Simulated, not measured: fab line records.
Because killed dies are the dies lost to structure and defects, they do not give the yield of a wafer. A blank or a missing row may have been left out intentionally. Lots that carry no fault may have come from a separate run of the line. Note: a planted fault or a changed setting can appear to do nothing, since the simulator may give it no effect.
Lot-split experiment ; flow n5Finfet ; on a route of 1938 steps: 7 lots, 21 wafers read

SPLIT DETAILS
At N5_BEOL_M7_COAT_63 (time 60 s, resist thk 60 nm), the setting spinRpm was moved away from the recipe's 1500 rpm on 4 of the 21 wafers read, by -8.0% to +8.4%. The other wafers ran this setting at the recipe's value.

FROM THE SPLIT TO THE READING: what the file shows between them, 9 steps
- N5_BEOL_M7_COAT_22: resist thk 30 nm (also split here: spinRpm)
- N5_BEOL_M7_EBR_24
- N5_BEOL_M7_SOFTBAKE_23: time 60 s
- N5_BEOL_M7_DESCUM_33: chemistry O2, time 7 s
- N5_BEOL_M7_ETCH_72: etches underlayer in N2/H2, target depth 6.5 nm, time 5.2 s
- N5_BEOL_M7_ETCH_65: etches SiARC in CF4, target depth 15.6 nm, time 26 s
- N5_BEOL_M7_ETCH_66: etches SOC in N2/H2, target depth 80 nm, overetch 16 nm, time 120 s
- N5_BEOL_M7_STRIP_69: strips in N2/H2
- N5_BEOL_M7_STRIP_73: strips in N2/H2

THE READING
SOC_of_BEOL_M7_COAT_63.thkNm (the simulator's own value, which no gauge read), in nm, at N5_BEOL_M7_VIA_ETCH_34 (etches SiCOH lowk in C4F6/O2, target depth 125.5 nm, time 50.5 s). The file does not state a usual value for it. Here, 17 wafers ran the recipe; their average is 54.1 nm with a standard deviation of 0.24 nm.

wafer;tool, chamber at the split;spinRpm as run, rpm;against the recipe;SOC_of_BEOL_M7_COAT_63.thkNm, nm;against lot-mates on the recipe
L077.2;lithoTrack-05, 0;1500;recipe;54.4;-
L077.4;lithoTrack-05, 0;1500;recipe;54;-
L077.6;lithoTrack-05, 0;1457;-2.9%;54.8;+0.6
L079.4;lithoTrack-03, 0;1500;recipe;54.4;-
L079.5;lithoTrack-03, 0;1551;+3.4%;52.8;-1.4
L079.6;lithoTrack-03, 0;1500;recipe;54;-
L074.3;lithoTrack-05, 0;1500;recipe;53.8;-
L074.6;lithoTrack-05, 0;1500;recipe;53.8;-
L074.4;lithoTrack-05, 0;1500;recipe;54.2;-
L082.1;lithoTrack-03, 0;1500;recipe;54;-
L082.5;lithoTrack-03, 0;1500;recipe;54.2;-
L082.6;lithoTrack-03, 0;1500;recipe;53.8;-
L085.3;lithoTrack-05, 0;1500;recipe;53.8;-
L085.6;lithoTrack-05, 0;1500;recipe;53.8;-
L085.4;lithoTrack-05, 0;1380;-8.0%;56.4;+2.6
L087.4;lithoTrack-03, 0;1500;recipe;54.4;-
L087.6;lithoTrack-03, 0;1500;recipe;54.4;-
L087.5;lithoTrack-03, 0;1500;recipe;54.2;-
L092.1;lithoTrack-05, 0;1500;recipe;53.8;-
L092.4;lithoTrack-05, 0;1500;recipe;54;-
L092.5;lithoTrack-05, 0;1626;+8.4%;51.2;-2.7

FIT RESULTS
A straight line over all 21 wafers: SOC_of_BEOL_M7_COAT_63.thkNm changes by -0.318 nm for each +1% of spinRpm; r = -0.97; the points scatter about the line by 0.24 nm.
The same after taking each lot's own level away (the mean of its wafers on the recipe; 21 wafers): -0.324 nm for each +1%; r = -0.98; scatter 0.17 nm.
According to that fit, moving spinRpm by its largest amount changes the reading by 2.7 nm.
Measured against the standard deviation above, the lots' own levels, which go from 53.80 to 54.33 nm, span 2.3 times it.
The two slopes are in agreement: the lot-to-lot level therefore moves the slope only a little.
Check: -2.79 nm against its lot-mates is what the line predicts for one of the wafers moved furthest among these (+8.4%) when that wafer is left out of the fit. It came out at -2.7 nm against them.

THESE WAFERS: OTHER SPLITS
These wafers also went through other splits before the reading. Each is held against what the fit with the lots' levels taken away leaves over:
other split on the same wafers;wafers away from the commonest value;r with SOC_of_BEOL_M7_COAT_63.thkNm (lot level and that fit taken away)
N5_BEOL_M4_EXPOSE_08 doseMj;7;+0.33
N5_BEOL_M4_ETCH_64 biasW;13;-0.35
N5_BEOL_M4_DESCUM_33 timeS;7;+0.15
N5_BEOL_M4_TRENCH_ETCH_37 biasW;11;+0.04
N5_BEOL_M5_ETCH_68 timeS;9;+0.13
N5_BEOL_M5_TRENCH_ETCH_37 biasW;8;-0.01
N5_BEOL_M6_DESCUM_33 timeS;6;+0.09
N5_BEOL_M7_COAT_22 spinRpm;5;+0.25

THE WHOLE CHAIN: every reading that the file lists as answering this split, in the file's order
step;what it does;reading;change (the file's fit);r (the file's)
N5_BEOL_M7_COAT_63;time 60 s, resist thk 60 nm;SOC_of_BEOL_M7_COAT_63.thkNm (the simulator's own value, which no gauge read);-0.312 nm for each +1% of the setting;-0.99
N5_BEOL_M7_ETCH_66;etches SOC in N2/H2, target depth 80 nm, overetch 16 nm, time 120 s;etch.depthNm (the simulator's own value, which no gauge read);-0.313 nm for each +1% of the setting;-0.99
N5_BEOL_M7_VIA_ETCH_34;etches SiCOH lowk in C4F6/O2, target depth 125.5 nm, time 50.5 s;SOC_of_BEOL_M7_COAT_63.thkNm (the simulator's own value, which no gauge read);-0.324 nm for each +1% of the setting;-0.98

THE FILE'S OWN FIT
SOC_of_BEOL_M7_COAT_63.thkNm changes by -0.324 nm for each +1% of spinRpm, r = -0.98.
